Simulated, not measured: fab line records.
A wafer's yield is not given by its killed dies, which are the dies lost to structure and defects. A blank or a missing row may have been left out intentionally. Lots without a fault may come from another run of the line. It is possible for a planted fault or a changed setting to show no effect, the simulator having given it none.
fab line records	flow n5_finfet
[record] lots = 7	wafers = 39
route steps=1938 shown BEOL_M10@1470 BEOL_M11@1575 BEOL_M13@1713 MIM_BOT@1833 PASSIVATION@1930
start_h: start of the lot's first displayed wafer, in hours after the record's first day	wait_h: time in hours since the lot's previous step	" repeats the value in the row above	L1.1+2: one row covering several wafers at once	- no value, or no start was given	* or withheld: withheld	< > ~ a bound
route shown NAME@n: names a module that has steps shown in the file, with the first one's number in the route	usual: the fault-free wafers' mean and standard deviation	same: alike in all rows	chamber/n: place in a boat	sites: the reading at each site	_std_site: the values' standard deviation	_edge_site: the outer-site mean with the inner-site mean subtracted	radius_mm: for every site, how far away it sits from the centre of the wafer	mask NAME#n: copy n	behind: the most recent tool/chamber to have shaped the wafer	hold: why the lot was held/for how many hours/how that ended	device: the n, p or np transistor that did not switch	end of line: the same wafers' tests at the end of the route	a step with no rows: only its recipe	killed: dies that structure and defects cost at the first sort, which is not the same as the wafer's yield	map: dies across one wafer; x = killed, . = not, _ = none there
set.NAME: the run value of the setting; set.NAME@STEP: its run value at that earlier step	model.NAME: the simulator's own value behind a step, which no gauge read
lots with deliberately changed settings; one table per step, one row per wafer
[[steps]]
[step N5_BEOL_M10_ILD_DEP_00]
[recipe] material = SiCOH_lowk	target_thk_a = 3085.1	temp_c = 300	precursor = DEMS/porogen	pressure_torr = 5	rf_w = 500	time_s = 58
lot.wafer	tool	chamber	start_h	wait_h	set.target_thk_a	model.SiCOH_lowk_of_BEOL_M10_ILD_DEP_00.thk_nm
L075.1	pecvd-01	0	243.92	0.0	3085.1	298.2
L075.2	"	2	"	"	3085.1	306.4
L075.3	"	2	"	"	4429	446.6
L075.4	"	0	"	"	4429	442.8
L075.5	"	2	"	"	4429	447.2
L075.6	"	0	"	"	3085.1	304.4
L076.1	pecvd-03	2	246.77	0.0	3085.1	304.2
L076.2	"	1	"	"	1413	144.6
L076.3	"	0	"	"	3085.1	307.4
L076.4	"	0	"	"	3085.1	308
L076.5	"	1	"	"	1413	148
L076.6	"	2	"	"	1413	139.8
L082.1	pecvd-01	0	288.81	0.0	1740	171.8
L082.2	"	1	"	"	1740	171.6
L082.3	"	2	"	"	3085.1	310.6
L082.4	"	1	"	"	3085.1	309.4
L082.5	"	0	"	"	1740	176.4
L082.6	"	2	"	"	3085.1	315.2
L084.1	pecvd-01	1	294.98	0.0	3085.1	303.2
L084.4	"	2	"	"	3085.1	314.8
L084.5	"	0	"	"	3085.1	313.2
L090.1	pecvd-03	2	335.00	0.0	3085.1	302.2
L090.2	"	1	"	"	3085.1	311.8
L090.3	"	1	"	"	4232	427.6
L090.4	"	2	"	"	4232	421.8
L090.5	"	1	"	"	4232	426.8
L090.6	"	2	"	"	3085.1	306.8
L095.1	pecvd-01	0	365.64	0.0	3085.1	309.8
L095.2	"	1	"	"	4490	442.4
L095.3	"	2	"	"	4490	456.2
L095.4	"	1	"	"	4490	455.4
L095.5	"	0	"	"	3085.1	315.8
L095.6	"	2	"	"	3085.1	323.6
L097.1	pecvd-01	1	391.55	0.0	3085.1	310.4
L097.2	"	2	"	"	3085.1	312.4
L097.3	"	0	"	"	3085.1	307
L097.4	"	1	"	"	3085.1	311.8
L097.5	"	2	"	"	3085.1	319.2
L097.6	"	0	"	"	3085.1	313.6
[step N5_BEOL_M10_CURE_71]
[recipe] temp_c = 385	time_s = 240	ambient = He/Ar	material = SiCOH_lowk
lot.wafer	tool	chamber	start_h	wait_h	set.target_thk_a@BEOL_M10_ILD_DEP_00	model.SiCOH_lowk_of_BEOL_M10_ILD_DEP_00.thk_nm
L075.1	uv_cure-02	1	244.02	0.1	3085.1	258.8
L075.2	"	1	"	"	3085.1	266.2
L075.3	"	1	"	"	4429	391
L075.4	"	1	"	"	4429	387.4
L075.5	"	1	"	"	4429	391.6
L075.6	"	1	"	"	3085.1	264.4
L076.1	uv_cure-01	0	246.84	0.0	3085.1	264.2
L076.2	"	0	"	"	1413	124.4
L076.3	"	0	"	"	3085.1	267
L076.4	"	0	"	"	3085.1	267.6
L076.5	"	0	"	"	1413	127.4
L076.6	"	0	"	"	1413	120.2
L082.1	uv_cure-03	2	288.88	0.0	1740	148
L082.2	"	2	"	"	1740	147.8
L082.3	"	2	"	"	3085.1	270
L082.4	"	2	"	"	3085.1	268.8
L082.5	"	2	"	"	1740	152
L082.6	"	2	"	"	3085.1	274
L084.1	uv_cure-03	2	295.06	0.0	3085.1	263.2
L084.4	"	2	"	"	3085.1	273.6
L084.5	"	2	"	"	3085.1	272
L090.1	uv_cure-03	0	335.11	0.1	3085.1	262.4
L090.2	"	0	"	"	3085.1	270.8
L090.3	"	0	"	"	4232	374
L090.4	"	0	"	"	4232	368.8
L090.5	"	0	"	"	4232	373.2
L090.6	"	0	"	"	3085.1	266.4
L095.1	uv_cure-01	0	365.72	0.0	3085.1	269.2
L095.2	"	0	"	"	4490	387.2
L095.3	"	0	"	"	4490	399.6
L095.4	"	0	"	"	4490	398.8
L095.5	"	0	"	"	3085.1	274.4
L095.6	"	0	"	"	3085.1	281.4
L097.1	uv_cure-03	2	391.76	0.2	3085.1	269.6
L097.2	"	2	"	"	3085.1	271.6
L097.3	"	2	"	"	3085.1	266.6
L097.4	"	2	"	"	3085.1	271
L097.5	"	2	"	"	3085.1	277.6
L097.6	"	2	"	"	3085.1	272.4
[step N5_BEOL_M10_THK_MEAS_01]
[recipe] reads = SiCOH_lowk_of_BEOL_M10_ILD_DEP_00
[usual] M10_ILD_THK = 268/4.1
lot.wafer	tool	chamber	start_h	wait_h	set.target_thk_a@BEOL_M10_ILD_DEP_00	M10_ILD_THK[nm]
L075.1	film_metro-02	-	245.02	0.8	3085.1	259
L075.2	"	-	"	"	3085.1	266
L075.3	"	-	"	"	4429	391
L075.4	"	-	"	"	4429	388
L075.5	"	-	"	"	4429	391
L075.6	"	-	"	"	3085.1	265
L076.1	film_metro-02	-	247.36	0.4	3085.1	265
L076.2	"	-	"	"	1413	125
L076.3	"	-	"	"	3085.1	267
L076.4	"	-	"	"	3085.1	268
L076.5	"	-	"	"	1413	127
L076.6	"	-	"	"	1413	120
L082.1	film_metro-01	-	289.40	0.4	1740	148
L082.2	"	-	"	"	1740	148
L082.3	"	-	"	"	3085.1	270
L082.4	"	-	"	"	3085.1	269
L082.5	"	-	"	"	1740	152
L082.6	"	-	"	"	3085.1	274
L084.1	film_metro-02	-	295.57	0.4	3085.1	263
L084.4	"	-	"	"	3085.1	273
L084.5	"	-	"	"	3085.1	272
L090.1	film_metro-01	-	336.10	0.8	3085.1	263
L090.2	"	-	"	"	3085.1	271
L090.3	"	-	"	"	4232	374
L090.4	"	-	"	"	4232	369
L090.5	"	-	"	"	4232	373
L090.6	"	-	"	"	3085.1	267
L095.1	film_metro-01	-	366.25	0.4	3085.1	269
L095.2	"	-	"	"	4490	387
L095.3	"	-	"	"	4490	399
L095.4	"	-	"	"	4490	399
L095.5	"	-	"	"	3085.1	275
L095.6	"	-	"	"	3085.1	281
L097.1	film_metro-02	-	392.27	0.4	3085.1	270
L097.2	"	-	"	"	3085.1	272
L097.3	"	-	"	"	3085.1	267
L097.4	"	-	"	"	3085.1	271
L097.5	"	-	"	"	3085.1	277
L097.6	"	-	"	"	3085.1	272
[step N5_BEOL_M11_VIA_ETCH_34]
[recipe] chemistry = C4F6/O2	target = SiCOH_lowk	target_depth_a = 1845	mask_material = SOC	taper_deg = 4	time_s = 69.2	ion_energy_ev = 250	pressure_mtorr = 30	source_w = 345	bias_w = 185	Ar_flow_sccm = 300	C4F6_flow_sccm = 10	O2_flow_sccm = 10
lot.wafer	tool	chamber	start_h	wait_h	set.target_depth_a	model.etch.depth_nm	model.SOC_of_BEOL_M11_COAT_63.thk_nm
L075.1	rie_diel-04	2	264.15	0.0	885.1	85.89	96.6
L075.2	"	3	"	"	885.1	88.68	96.6
L075.3	"	0	"	"	1845	185	92.6
L075.4	"	1	"	"	1845	184	92
L075.5	"	1	"	"	885.1	88.3	96.4
L075.6	"	2	"	"	1845	177.8	92.6
L076.1	rie_diel-01	1	264.72	0.0	924.7	87.83	96.8
L076.2	"	3	"	"	1845	190.4	92.2
L076.3	"	2	"	"	1845	180.8	92.6
L076.4	"	0	"	"	924.7	94.59	96.8
L076.5	"	1	"	"	1845	176.7	92.6
L076.6	"	2	"	"	924.7	90.82	96.6
L082.1	rie_diel-04	3	305.33	0.0	1845	186.8	92.2
L082.2	"	0	"	"	1104	111.6	95.2
L082.3	"	3	"	"	1104	111.7	95.6
L082.4	"	0	"	"	1104	111.6	95.6
L082.5	"	3	"	"	1845	187.5	92.4
L082.6	"	0	"	"	1845	185.9	92.2
L084.1	rie_diel-03	3	309.86	0.0	1845	185.2	92.4
L084.4	"	1	"	"	1845	186.7	92.2
L084.5	"	3	"	"	1845	186.8	92.2
L090.1	rie_diel-04	0	347.08	0.0	2507	252.1	89.2
L090.2	"	3	"	"	2507	253.8	89.4
L090.3	"	1	"	"	2507	245.8	89
L090.4	"	2	"	"	1845	184.3	92.4
L090.5	"	3	"	"	1845	187.9	92.2
L090.6	"	2	"	"	1845	182.1	92.4
L095.1	rie_diel-03	1	377.62	0.0	876.6	88.56	96.4
L095.2	"	3	"	"	1845	184.8	92
L095.3	"	0	"	"	876.6	88.32	96.4
L095.4	"	2	"	"	1845	185.3	92
L095.5	"	2	"	"	1845	185.4	92.2
L095.6	"	1	"	"	876.6	88.26	96.4
L097.1	rie_diel-03	2	405.40	0.0	1845	185.3	92
L097.2	"	0	"	"	1845	186	92
L097.3	"	1	"	"	2185	223	90.6
L097.4	"	3	"	"	1845	184.2	92
L097.5	"	2	"	"	2185	220.8	90.4
L097.6	"	1	"	"	2185	223.5	90.2
[step N5_BEOL_M13_DEP_53]
[recipe] material = SiCN	target_thk_a = 500	temp_c = withheld	precursor = 3MS/NH3	pressure_torr = 3	rf_w = 675	time_s = 17.8
lot.wafer	tool	chamber	start_h	wait_h	set.target_thk_a	model.SiCN_of_BEOL_M13_DEP_53.thk_nm
L076.1	pecvd-04	1	276.59	0.0	667.5	66.8
L076.2	"	2	"	"	667.5	66.4
L076.3	"	0	"	"	667.5	66.6
L076.4	"	1	"	"	500	51.2
L076.5	"	0	"	"	500	50.2
L076.6	"	2	"	"	500	50.8
L075.1	pecvd-03	1	276.75	0.0	500	48.8
L075.2	"	2	"	"	500	48.4
L075.3	"	0	"	"	500	49
L075.4	"	2	"	"	500	48.6
L075.5+6	"	1,0	"	"	500	49.6
L082.1	pecvd-02	2	320.31	0.0	275.9	28.2
L082.2	"	0	"	"	500	49.2
L082.3	"	1	"	"	500	49.6
L082.4	"	2	"	"	275.9	27.8
L082.5	"	1	"	"	500	50.4
L082.6	"	0	"	"	275.9	27.4
L084.1	pecvd-02	1	321.67	0.0	500	49
L084.4	"	0	"	"	500	49.4
L084.5	"	1	"	"	500	50
L090.1	pecvd-02	2	362.46	0.0	221.3	22.2
L090.2	"	1	"	"	500	50
L090.3	"	0	"	"	500	49
L090.4	"	0	"	"	221.3	22
L090.5	"	2	"	"	221.3	22.8
L090.6	"	1	"	"	500	50.2
L095.1+2	pecvd-02	2,0	401.86	0.0	402.6	39.8
L095.3	"	2	"	"	500	49.6
L095.4	"	0	"	"	402.6	39.6
L095.5	"	0	"	"	500	49.8
L095.6	"	2	"	"	500	50.2
L097.1	pecvd-04	2	420.33	0.0	500	47.8
L097.2	"	0	"	"	500	49
L097.3	"	1	"	"	500	49.4
L097.4+5	"	0,2	"	"	500	49.8
L097.6	"	1	"	"	500	50.6
[step N5_MIM_BOT_SPUTTER_00]
[recipe] material = TiN	target_thk_a = 350	temp_c = 200	power_w = 3000	chamber_pressure_pa = 0.49996	gas = Ar	reactive_partial_pa = 0.37997	time_s = 89.7
lot.wafer	tool	chamber	start_h	wait_h	set.time_s	model.TiN_of_MIM_BOT_SPUTTER_00.thk_nm
L075.1+6	pvd_sputter-02	-	293.05	0.0	89.7	35.4
L075.2	"	-	"	"	89.7	34.6
L075.3	"	-	"	"	89.7	34.8
L075.4	"	-	"	"	89.7	34
L075.5	"	-	"	"	89.7	35
L076.1	pvd_sputter-02	-	293.25	0.0	40.04	15.4
L076.2	"	-	"	"	89.7	35
L076.3	"	-	"	"	89.7	34.4
L076.4	"	-	"	"	89.7	35.4
L076.5	"	-	"	"	40.04	14.8
L076.6	"	-	"	"	40.04	16
L082.1	pvd_sputter-01	-	337.04	0.0	51.27	19.8
L082.2	"	-	"	"	89.7	34.6
L082.3+4	"	-	"	"	51.27	20.2
L082.5	"	-	"	"	89.7	34.8
L082.6	"	-	"	"	89.7	35.2
L084.1	pvd_sputter-01	-	339.10	0.0	89.7	35.2
L084.4	"	-	"	"	89.7	34.6
L084.5	"	-	"	"	89.7	34.8
L090.1	pvd_sputter-01	-	379.84	0.0	89.7	35.2
L090.2	"	-	"	"	89.7	35.6
L090.3	"	-	"	"	89.7	34.6
L090.4	"	-	"	"	89.7	35.4
L090.5	"	-	"	"	89.7	34.8
L090.6	"	-	"	"	89.7	35
L095.1	pvd_sputter-02	-	416.36	0.0	89.7	35
L095.2	"	-	"	"	89.7	34.2
L095.3+5	"	-	"	"	89.7	35.8
L095.4	"	-	"	"	89.7	35.4
L095.6	"	-	"	"	89.7	34.4
L097.1	pvd_sputter-02	-	434.10	0.0	122.5	47.8
L097.2	"	-	"	"	89.7	35.4
L097.3	"	-	"	"	89.7	36
L097.4	"	-	"	"	122.5	47.4
L097.5	"	-	"	"	89.7	34.4
L097.6	"	-	"	"	122.5	48
[step N5_PASSIVATION_ETCH_54]
[recipe] chemistry = CHF3/O2	target = SiO2	target_depth_a = 8800	CHF3_flow_sccm = 50	O2_flow_sccm = 5	Ar_flow_sccm = 200	time_s = 440	mask_material = PR	pressure_mtorr = 30	source_w = 650	bias_w = 170	ion_energy_ev = 200
lot.wafer	tool	chamber	start_h	wait_h	set.time_s	model.PASSIVATION.feature_depth_nm	model.etch.depth_nm
L076.1	rie_diel-02	1	304.52	0.1	632	1254	1254
L076.2	"	0	"	"	632	1253	1253
L076.3	"	2	"	"	440	881	881
L076.4	"	2	"	"	632	1262	1262
L076.5	"	0	"	"	440	873.4	873.4
L076.6	"	1	"	"	440	878.2	878.3
L075.1	rie_diel-05	1	304.96	0.1	440	839	838.9
L075.2	"	2	"	"	440	851.8	851.8
L075.3	"	0	"	"	440	875.6	875.6
L075.4	"	2	"	"	440	858.4	858.3
L075.5	"	0	"	"	440	879.2	879.2
L075.6	"	1	"	"	440	840.2	840.1
L082.1	rie_diel-02	1	345.94	0.1	440	853.4	853.4
L082.2	"	3	"	"	440	877.8	877.8
L082.3	"	0	"	"	440	858.8	858.8
L082.4	"	1	"	"	440	854	854
L082.5	"	0	"	"	440	858	858
L082.6	"	3	"	"	440	875.2	875.2
L084.1	rie_diel-02	0	348.81	0.1	440	870	869.9
L084.4	"	3	"	"	440	886.8	886.7
L084.5	"	0	"	"	440	868.2	868.2
L090.1	rie_diel-02	3	392.53	0.1	664.8	1314	1314
L090.2	"	1	"	"	440	860.4	860.3
L090.3	"	2	"	"	440	916.6	916.5
L090.4	"	0	"	"	440	866	866
L090.5	"	3	"	"	664.8	1317	1317
L090.6	"	2	"	"	664.8	1400	1400
L095.1	rie_diel-06	0	427.93	0.1	289	579.6	579.6
L095.2	"	1	"	"	289	583.8	583.7
L095.3	"	2	"	"	440	889.8	889.9
L095.4+5	"	1,0	"	"	440	883.6	883.6
L095.6	"	2	"	"	289	587.2	587.2
L097.1	rie_diel-02	1	446.89	0.1	440	859.8	859.8
L097.2	"	0	"	"	440	840.2	840.1
L097.3	"	3	"	"	189	374.2	374.3
L097.4	"	2	"	"	189	388.6	388.7
L097.5	"	3	"	"	189	372	372
L097.6	"	0	"	"	440	846	846.1
[[key]]
[split] step = N5_BEOL_M10_ILD_DEP_00	setting = target_thk_a	stated = 3085.1	by = wafer
[response] step = N5_BEOL_M10_ILD_DEP_00	reading = model.SiCOH_lowk_of_BEOL_M10_ILD_DEP_00.thk_nm	change = +3.1	per = 1%	r = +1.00
[response] step = N5_BEOL_M10_CURE_71	reading = model.SiCOH_lowk_of_BEOL_M10_ILD_DEP_00.thk_nm	change = +2.74	per = 1%	r = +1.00
[response] step = N5_BEOL_M10_THK_MEAS_01	reading = M10_ILD_THK	change = +2.74	per = 1%	r = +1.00
[split] step = N5_BEOL_M11_VIA_ETCH_34	setting = target_depth_a	stated = 1845	by = wafer
[response] step = N5_BEOL_M11_VIA_ETCH_34	reading = model.etch.depth_nm	change = +1.84	per = 1%	r = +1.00
[response] step = N5_BEOL_M11_VIA_ETCH_34	reading = model.SOC_of_BEOL_M11_COAT_63.thk_nm	change = -0.0827	per = 1%	r = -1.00
[split] step = N5_BEOL_M13_DEP_53	setting = target_thk_a	stated = 500	by = wafer
[response] step = N5_BEOL_M13_DEP_53	reading = model.SiCN_of_BEOL_M13_DEP_53.thk_nm	change = +0.489	per = 1%	r = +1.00
[split] step = N5_MIM_BOT_SPUTTER_00	setting = time_s	stated = 89.7	by = wafer
[response] step = N5_MIM_BOT_SPUTTER_00	reading = model.TiN_of_MIM_BOT_SPUTTER_00.thk_nm	change = +0.348	per = 1%	r = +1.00
[split] step = N5_PASSIVATION_ETCH_54	setting = time_s	stated = 440	by = wafer
[response] step = N5_PASSIVATION_ETCH_54	reading = model.PASSIVATION.feature_depth_nm	change = +8.65	per = 1%	r = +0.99
[response] step = N5_PASSIVATION_ETCH_54	reading = model.etch.depth_nm	change = +8.65	per = 1%	r = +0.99
